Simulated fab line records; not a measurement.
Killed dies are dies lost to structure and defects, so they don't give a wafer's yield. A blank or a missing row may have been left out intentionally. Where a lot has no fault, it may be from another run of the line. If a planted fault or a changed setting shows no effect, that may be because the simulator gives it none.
fab line records ; flow nandHarc
record: lots: 6; wafers: 18; lastDay: 31
route steps=1302 shown A_ONON_D2@550 END@1302
lots that met no fault: from a run of the same line without faults
startH: the number of hours between the record's first day and the start of the first shown wafer of the lot ; waitH: hours from the lot's prior step to this one ; " repeats the value in the row above ; L1.1+2: several wafers, shown together as one row ; - no value, or no start given ; * or withheld: withheld ; < > ~ a bound
route shown NAME@n: names a module that has steps shown in the file, with the first one's number in the route ; usual: mean/standard deviation taken from wafers without a fault ; same: alike in all rows ; chamber/n: place in a boat ; sites: each site's reading ; _std_site: how widely they spread, as a standard deviation ; _edge_site: inner sites' mean taken away from outer sites' mean ; radiusMm: how far each site lies from the wafer's centre ; mask NAME#n: copy n ; behind: the last tool/chamber to shape the wafer ; hold: cause of the lot's hold/its duration in hours/its outcome ; device: the transistor (n, p or np) that didn't switch ; end of line: tests of these same wafers at the route's end ; for a step that has no rows: nothing shown but its recipe ; killed: at the first sort, the dies lost to defects and structure; wafer yield is something else ; map: per-die view of a wafer (x killed, . not killed, _ where there is no die)
set.NAME: the run value of the setting; set.NAME@STEP: its run value at that earlier step ; model.NAME: the simulator's own value behind a step, which no gauge read
lots seen at some steps along the route; tables by step, rows by wafer
services: a tool's chamber out of use, with start hour (startH, from the record's first day; less than 0 if before it), hours out, and reason
== steps ==
step: NHARC_A_ONON_D2_THK_MEAS_08
recipe: thkMeasGauge: ellipsometry
usual: thkNm: 1006/8.5
lot.wafer;tool;chamber;startH;waitH;thkNm
L939.1;filmMetro-02;-;285.43;-;1008
L939.2;filmMetro-02;-;285.43;-;1008
L939.4;filmMetro-02;-;285.43;-;1007
L943.3;filmMetro-01;-;332.35;-;1016
L943.5;filmMetro-01;-;332.35;-;1016
L943.6;filmMetro-01;-;332.35;-;1016
L944.1;filmMetro-02;-;348.74;-;1005
L944.4;filmMetro-02;-;348.74;-;1003
L944.5;filmMetro-02;-;348.74;-;1004
L952.3;filmMetro-01;-;418.65;-;1003
L952.5;filmMetro-01;-;418.65;-;1002
L952.6;filmMetro-01;-;418.65;-;1004
L953.1;filmMetro-02;-;438.13;-;1020
L953.4;filmMetro-02;-;438.13;-;1019
L953.5;filmMetro-02;-;438.13;-;1018
L954.2;filmMetro-01;-;443.74;-;1024
L954.5;filmMetro-01;-;443.74;-;1021
L954.6;filmMetro-01;-;443.74;-;1024
step: NHARC_A_ONON_D2_DEP_09
recipe: targetThkA: 10000; n2FlowSccm: 2750; n2oFlowSccm: 2000; nh3FlowSccm: 500; sih4FlowSccm: 210; tempC: 400
step: NHARC_A_ONON_D2_THK_MEAS_11
recipe: thkMeasGauge: ellipsometry
usual: thkNm: 996/13
lot.wafer;tool;chamber;startH;waitH;thkNm
L939.1;filmMetro-01;-;285.99;-;993
L939.2;filmMetro-01;-;285.99;-;994
L939.4;filmMetro-01;-;285.99;-;993
L943.3;filmMetro-02;-;332.92;-;999
L943.5;filmMetro-02;-;332.92;-;1000
L943.6;filmMetro-02;-;332.92;-;999
L944.1;filmMetro-02;-;349.31;-;991
L944.4;filmMetro-02;-;349.31;-;989
L944.5;filmMetro-02;-;349.31;-;990
L952.3;filmMetro-01;-;419.22;-;979
L952.5;filmMetro-01;-;419.22;-;980
L952.6;filmMetro-01;-;419.22;-;977
L953.1;filmMetro-02;-;438.70;-;981
L953.4;filmMetro-02;-;438.70;-;981
L953.5;filmMetro-02;-;438.70;-;981
L954.2;filmMetro-01;-;444.31;-;990
L954.5;filmMetro-01;-;444.31;-;990
L954.6;filmMetro-01;-;444.31;-;991
step: NHARC_A_ONON_D2_DEP_12
recipe: targetThkA: 10000; n2FlowSccm: 2750; n2oFlowSccm: 2000; nh3FlowSccm: 500; sih4FlowSccm: 210; tempC: 400
step: NHARC_A_ONON_D2_THK_MEAS_14
recipe: thkMeasGauge: ellipsometry
usual: thkNm: 999/11
lot.wafer;tool;chamber;startH;waitH;thkNm
L939.1;filmMetro-01;-;286.56;-;988
L939.2;filmMetro-01;-;286.56;-;985
L939.4;filmMetro-01;-;286.56;-;986
L943.3;filmMetro-01;-;333.49;-;1003
L943.5;filmMetro-01;-;333.49;-;1004
L943.6;filmMetro-01;-;333.49;-;1005
L944.1;filmMetro-02;-;349.87;-;1020
L944.4;filmMetro-02;-;349.87;-;1022
L944.5;filmMetro-02;-;349.87;-;1021
L952.3;filmMetro-01;-;419.91;-;1008
L952.5;filmMetro-01;-;419.91;-;1008
L952.6;filmMetro-01;-;419.91;-;1009
L953.1;filmMetro-01;-;439.27;-;1003
L953.4;filmMetro-01;-;439.27;-;1002
L953.5;filmMetro-01;-;439.27;-;1003
L954.2;filmMetro-01;-;444.87;-;1007
L954.5;filmMetro-01;-;444.87;-;1006
L954.6;filmMetro-01;-;444.87;-;1006
step: NHARC_A_ONON_D2_ANNEAL_15
recipe: tempC: 750; timeS: 3600
step: NHARC_A_ONON_D2_DEP_16
recipe: targetThkA: 10000; n2FlowSccm: 2750; n2oFlowSccm: 2000; nh3FlowSccm: 500; sih4FlowSccm: 210; tempC: 400
step: NHARC_A_ONON_D2_THK_MEAS_18
recipe: thkMeasGauge: ellipsometry
usual: thkNm: 999/13
lot.wafer;tool;chamber;startH;waitH;thkNm
L939.1;filmMetro-01;-;294.31;-;998
L939.2;filmMetro-01;-;294.31;-;996
L939.4;filmMetro-01;-;294.31;-;997
L943.3;filmMetro-01;-;343.95;-;1002
L943.5;filmMetro-01;-;343.95;-;1002
L943.6;filmMetro-01;-;343.95;-;1000
L944.1;filmMetro-01;-;357.43;-;999
L944.4;filmMetro-01;-;357.43;-;1000
L944.5;filmMetro-01;-;357.43;-;999
L952.3;filmMetro-01;-;427.16;-;991
L952.5;filmMetro-01;-;427.16;-;991
L952.6;filmMetro-01;-;427.16;-;989
L953.1;filmMetro-01;-;446.69;-;989
L953.4;filmMetro-01;-;446.69;-;991
L953.5;filmMetro-01;-;446.69;-;990
L954.2;filmMetro-01;-;452.56;-;1016
L954.5;filmMetro-01;-;452.56;-;1016
L954.6;filmMetro-01;-;452.56;-;1015
step: NHARC_A_ONON_D2_DEP_19
recipe: targetThkA: 10000; n2FlowSccm: 2750; n2oFlowSccm: 2000; nh3FlowSccm: 500; sih4FlowSccm: 210; tempC: 400
step: NHARC_A_ONON_D2_THK_MEAS_21
recipe: thkMeasGauge: ellipsometry
usual: thkNm: 1003/10
lot.wafer;tool;chamber;startH;waitH;thkNm
L939.1;filmMetro-02;-;294.88;-;998
L939.2;filmMetro-02;-;294.88;-;1000
L939.4;filmMetro-02;-;294.88;-;997
L943.3;filmMetro-02;-;344.51;-;1000
L943.5;filmMetro-02;-;344.51;-;1003
L943.6;filmMetro-02;-;344.51;-;1001
L944.1;filmMetro-01;-;357.99;-;1000
L944.4;filmMetro-01;-;357.99;-;1000
L944.5;filmMetro-01;-;357.99;-;999
L952.3;filmMetro-01;-;427.73;-;982
L952.5;filmMetro-01;-;427.73;-;981
L952.6;filmMetro-01;-;427.73;-;979
L953.1;filmMetro-01;-;447.26;-;1010
L953.4;filmMetro-01;-;447.26;-;1010
L953.5;filmMetro-01;-;447.26;-;1009
L954.2;filmMetro-01;-;453.12;-;1007
L954.5;filmMetro-01;-;453.12;-;1007
L954.6;filmMetro-01;-;453.12;-;1005
step: NHARC_A_ONON_D2_DEP_22
recipe: targetThkA: 10000; n2FlowSccm: 2750; n2oFlowSccm: 2000; nh3FlowSccm: 500; sih4FlowSccm: 210; tempC: 400
step: NHARC_A_ONON_D2_THK_MEAS_24
recipe: thkMeasGauge: ellipsometry
usual: thkNm: 1002/10
lot.wafer;tool;chamber;startH;waitH;thkNm
L939.1;filmMetro-02;-;295.44;-;999
L939.2;filmMetro-02;-;295.44;-;1001
L939.4;filmMetro-02;-;295.44;-;1002
L943.3;filmMetro-02;-;345.08;-;1010
L943.5;filmMetro-02;-;345.08;-;1010
L943.6;filmMetro-02;-;345.08;-;1011
L944.1;filmMetro-01;-;358.56;-;991
L944.4;filmMetro-01;-;358.56;-;992
L944.5;filmMetro-01;-;358.56;-;992
L952.3;filmMetro-02;-;428.30;-;998
L952.5;filmMetro-02;-;428.30;-;997
L952.6;filmMetro-02;-;428.30;-;1000
L953.1;filmMetro-02;-;447.83;-;992
L953.4;filmMetro-02;-;447.83;-;993
L953.5;filmMetro-02;-;447.83;-;993
L954.2;filmMetro-02;-;453.69;-;1015
L954.5;filmMetro-02;-;453.69;-;1017
L954.6;filmMetro-02;-;453.69;-;1014
step: NHARC_A_ONON_D2_DEP_25
recipe: targetThkA: 10000; n2FlowSccm: 2750; n2oFlowSccm: 2000; nh3FlowSccm: 500; sih4FlowSccm: 210; tempC: 400
usual: n2FlowSccm: 2751/8.9; sih4FlowSccm: 209.9/0.63; susceptorTempC: 400.05/0.2
lot.wafer;tool;chamber;startH;waitH;n2FlowSccm;sih4FlowSccm;susceptorTempC
L939.1;pecvdOnon-01;0;295.50;0.1;2759;210.7;399.98
L939.2;pecvdOnon-01;0;295.50;0.1;2759;209.6;399.98
L939.4;pecvdOnon-01;0;295.50;0.1;2748;211.0;400.07
L943.3;pecvdOnon-01;0;345.25;0.2;2751;167.5;400.27
L943.5;pecvdOnon-01;0;345.25;0.2;2751;167.8;400.34
L943.6;pecvdOnon-01;0;345.25;0.2;2757;168.6;400.18
L944.1;pecvdOnon-01;0;358.62;0.1;2746;168.3;400.09
L944.4;pecvdOnon-01;0;358.62;0.1;2759;168.8;400.13
L944.5;pecvdOnon-01;0;358.62;0.1;2766;167.5;400.17
L952.3;pecvdOnon-03;0;428.48;0.2;2746;210.2;400.28
L952.5;pecvdOnon-03;0;428.48;0.2;2731;209.7;400.03
L952.6;pecvdOnon-03;0;428.48;0.2;2746;210.0;399.79
L953.1;pecvdOnon-03;0;447.89;0.1;2747;209.8;399.94
L953.4;pecvdOnon-03;0;447.89;0.1;2748;208.9;400.24
L953.5;pecvdOnon-03;0;447.89;0.1;2751;209.4;400.12
L954.2;pecvdOnon-03;0;453.81;0.1;2747;210.0;399.74
L954.5;pecvdOnon-03;0;453.81;0.1;2753;210.3;399.76
L954.6;pecvdOnon-03;0;453.81;0.1;2739;210.6;399.86
step: NHARC_A_ONON_D2_THK_MEAS_27
recipe: thkMeasGauge: ellipsometry
usual: thkNm: 1000/7.1
lot.wafer;tool;chamber;startH;waitH;thkNm
L939.1;filmMetro-02;-;296.01;-;999
L939.2;filmMetro-02;-;296.01;-;1001
L939.4;filmMetro-02;-;296.01;-;1000
L943.3;filmMetro-01;-;345.64;-;1013
L943.5;filmMetro-01;-;345.64;-;1014
L943.6;filmMetro-01;-;345.64;-;1013
L944.1;filmMetro-01;-;359.13;-;1000
L944.4;filmMetro-01;-;359.13;-;1000
L944.5;filmMetro-01;-;359.13;-;998
L952.3;filmMetro-02;-;428.87;-;998
L952.5;filmMetro-02;-;428.87;-;998
L952.6;filmMetro-02;-;428.87;-;997
L953.1;filmMetro-01;-;448.40;-;999
L953.4;filmMetro-01;-;448.40;-;999
L953.5;filmMetro-01;-;448.40;-;1000
L954.2;filmMetro-02;-;454.26;-;1000
L954.5;filmMetro-02;-;454.26;-;998
L954.6;filmMetro-02;-;454.26;-;1000
step: NHARC_END_SORT_01
recipe: tempC: 25
usual: killedAtArray: 52/17; killedAtOther: 0.8/1.1; killedAtPeriphery: 3.2/2.2; killedDies: 57/17; killedOpen: 3.4/1.8; killedShort: 2.4/1.6
same: grossDies: 677
lot.wafer;tool;chamber;startH;waitH;killedAtArray;killedAtOther;killedAtPeriphery;killedDies;killedOpen;killedShort
L943.3;prober-02;0;621.02;3.1;66;0;3;69;3;2
L943.5;prober-02;0;622.62;3.7;60;0;0;60;2;4
L943.6;prober-02;0;623.41;4.0;54;0;3;57;6;3
L944.1;prober-02;0;631.60;2.5;32;0;5;37;2;1
L944.4;prober-02;0;633.98;3.4;48;0;4;52;5;3
L944.5;prober-02;0;634.78;3.7;41;0;5;46;4;0
L952.3;prober-01;0;703.99;3.1;82;0;3;85;6;2
L952.5;prober-01;0;705.61;3.7;52;2;2;56;3;5
L952.6;prober-01;0;706.42;4.0;62;2;5;69;4;2
L953.1;prober-02;0;710.13;2.5;47;0;9;56;6;3
L953.4;prober-02;0;712.53;3.4;43;0;4;47;3;3
L953.5;prober-02;0;713.33;3.7;51;1;2;54;5;5
L954.2;prober-01;0;743.04;2.8;67;0;1;68;1;3
L954.5;prober-01;0;745.43;3.7;67;0;5;72;4;3
L954.6;prober-01;0;746.23;4.0;78;2;5;85;3;5
killed by level:class
L943.3 A_CHANNEL_HOLE_D1:chamberFilmFlake=39 A_CHANNEL_HOLE_D2:chamberFilmFlake=14 A_SLIT:chamberFilmFlake=4 A_CONTACT:chamberFilmFlake=3 A_CHANNEL_FILL_D2:geometricParticle:open=2 P_CONTACT:geometricParticle:short=1 A_ONON_D2:geometricParticle:open=1 A_CHANNEL_FILL_D2:geometricParticle:short=1
L943.5 A_CHANNEL_HOLE_D1:chamberFilmFlake=33 A_CHANNEL_HOLE_D2:chamberFilmFlake=12 A_SLIT:chamberFilmFlake=3 A_CONTACT:chamberFilmFlake=3 A_CHANNEL_FILL_D2:geometricParticle:short=2 A_DECK1_JOINT:geometricParticle:open=1 A_DECK1_JOINT:geometricParticle:short=1 A_STAIRCASE:geometricParticle:short=1
L943.6 A_CHANNEL_HOLE_D1:chamberFilmFlake=26 A_CHANNEL_HOLE_D2:chamberFilmFlake=14 A_SLIT:chamberFilmFlake=4 A_CONTACT:chamberFilmFlake=3 P_M1:geometricParticle:open=2 A_WL_FILL:geometricParticle:short=2 P_M2:geometricParticle:short=1 A_ONON_D1:geometricParticle:open=1
L944.1 A_CHANNEL_HOLE_D2:chamberFilmFlake=23 P_GATE:chamberFilmFlake=2 A_CHANNEL_HOLE_D1:chamberFilmFlake=2 A_M1:chamberFilmFlake=2 A_CONTACT:chamberFilmFlake=2 A_CHANNEL_HOLE_D1:geometricParticle:short=1 A_CHANNEL_FILL_D1:geometricParticle:open=1 A_ONON_D2:geometricParticle:open=1
L944.4 A_CHANNEL_HOLE_D2:chamberFilmFlake=32 A_CHANNEL_HOLE_D1:chamberFilmFlake=5 A_ONON_D2:geometricParticle:short=2 A_CONTACT:chamberFilmFlake=2 P_CONTACT:geometricParticle:open=1 P_M0:geometricParticle:open=1 A_CHANNEL_FILL_D1:geometricParticle:open=1 A_CHANNEL_HOLE_D2:geometricParticle:open=1
L944.5 A_CHANNEL_HOLE_D2:chamberFilmFlake=24 A_CONTACT:chamberFilmFlake=7 A_CHANNEL_HOLE_D1:chamberFilmFlake=4 A_SLIT:chamberFilmFlake=3 P_GATE:chamberFilmFlake=2 P_M0:geometricParticle:open=1 A_CHANNEL_FILL_D1:geometricParticle:open=1 A_WL_FILL:geometricParticle:open=1
L952.3 A_SLIT:chamberFilmFlake=37 A_CHANNEL_HOLE_D2:chamberFilmFlake=19 A_CHANNEL_HOLE_D1:chamberFilmFlake=8 A_WL_FILL:chamberFilmFlake=3 A_BLC:chamberFilmFlake=3 A_CHANNEL_FILL_D1:geometricParticle:short=2 A_CONTACT:geometricParticle:open=2 P_CONTACT:chamberFilmFlake=2
L952.5 A_SLIT:chamberFilmFlake=17 A_CHANNEL_HOLE_D2:chamberFilmFlake=13 A_CHANNEL_HOLE_D1:chamberFilmFlake=9 A_BLC:chamberFilmFlake=5 A_ONON_D2:geometricParticle:short=2 P_CONTACT:chamberFilmFlake=2 THIN_TSV:chamberFilmFlake=2 A_CHANNEL_FILL_D1:geometricParticle:short=1
L952.6 A_SLIT:chamberFilmFlake=25 A_CHANNEL_HOLE_D2:chamberFilmFlake=16 A_CHANNEL_HOLE_D1:chamberFilmFlake=6 A_BLC:chamberFilmFlake=4 P_CONTACT:geometricParticle:open=3 A_STAIRCASE:chamberFilmFlake=2 A_CONTACT:chamberFilmFlake=2 THIN_TSV:chamberFilmFlake=2
L953.1 A_CHANNEL_HOLE_D1:chamberFilmFlake=26 A_CONTACT:chamberFilmFlake=5 P_CONTACT:chamberFilmFlake=4 A_STAIRCASE:chamberFilmFlake=3 A_SLIT:chamberFilmFlake=3 A_ONON_D2:geometricParticle:short=2 A_BLC:chamberFilmFlake=2 P_GATE:geometricParticle:short=1
L953.4 A_CHANNEL_HOLE_D1:chamberFilmFlake=21 A_CONTACT:chamberFilmFlake=8 P_STI:chamberFilmFlake=3 A_WL_FILL:chamberFilmFlake=3 A_CHANNEL_FILL_D1:chamberFilmFlake=2 A_ONON_D2:geometricParticle:open=1 A_CHANNEL_HOLE_D2:geometricParticle:short=1 A_SGD_CUT:geometricParticle:short=1
L953.5 A_CHANNEL_HOLE_D1:chamberFilmFlake=32 A_CONTACT:chamberFilmFlake=3 A_SGD_CUT:geometricParticle:short=2 A_STAIRCASE:chamberFilmFlake=2 A_SLIT:chamberFilmFlake=2 A_WL_FILL:chamberFilmFlake=2 P_CONTACT:geometricParticle:open=1 A_DECK1_JOINT:geometricParticle:open=1
L954.2 A_CHANNEL_HOLE_D1:chamberFilmFlake=34 A_CHANNEL_HOLE_D2:chamberFilmFlake=15 A_CONTACT:chamberFilmFlake=7 A_SLIT:chamberFilmFlake=6 A_STAIRCASE:chamberFilmFlake=2 P_GATE:geometricParticle:short=1 A_CHANNEL_FILL_D1:geometricParticle:short=1 A_ONON_D2:geometricParticle:short=1
L954.5 A_CHANNEL_HOLE_D1:chamberFilmFlake=31 A_CHANNEL_HOLE_D2:chamberFilmFlake=17 A_SLIT:chamberFilmFlake=5 A_CONTACT:chamberFilmFlake=5 P_GATE:chamberFilmFlake=2 P_M1:chamberFilmFlake=2 A_STAIRCASE:chamberFilmFlake=2 P_M1:geometricParticle:short=1
L954.6 A_CHANNEL_HOLE_D2:chamberFilmFlake=28 A_CHANNEL_HOLE_D1:chamberFilmFlake=22 A_SLIT:chamberFilmFlake=10 A_CONTACT:chamberFilmFlake=8 P_M1:chamberFilmFlake=2 THIN_TSV:chamberFilmFlake=2 A_ONON_D1:geometricParticle:open=1 A_CHANNEL_HOLE_D1:geometricParticle:open=1
== services ==
tool;chamber;startH;hours;kind
pecvdOnon-03;-;408.25;13.0;pm
pecvdOnon-01;-;450.31;13.0;pm
== key ==
firstSign: step: NHARC_A_ONON_D2_DEP_25; reading: sih4FlowSccm; direction: down; sigmas: 67; usual: 209.9; struck: 168.1
effect none on later readings
metAt NHARC_A_ONON_D2_DEP_25
struckWafers L943.3,L943.5,L943.6,L944.1,L944.4,L944.5
testerLeftOut L943,L944
onsetBetween 295.50 345.25
fault: kind: processParameterDrift; tool: pecvdOnon-01; chamber: -; onsetH: 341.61; steps: NHARC_A_ONON_D2_DEP_25; channel: sih4FlowSccm; offset: -42; shape: step; endH: 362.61; actsIn: theseRecipesOnly; stated: 210
testerLeftOut: of these lots the tester's yield and bins aren't shown, on N5 and GAA mostly nor the transistor test; their killed dies are dies lost to structure and defects alone, not to doping, threshold or leakage, so they don't give the yield
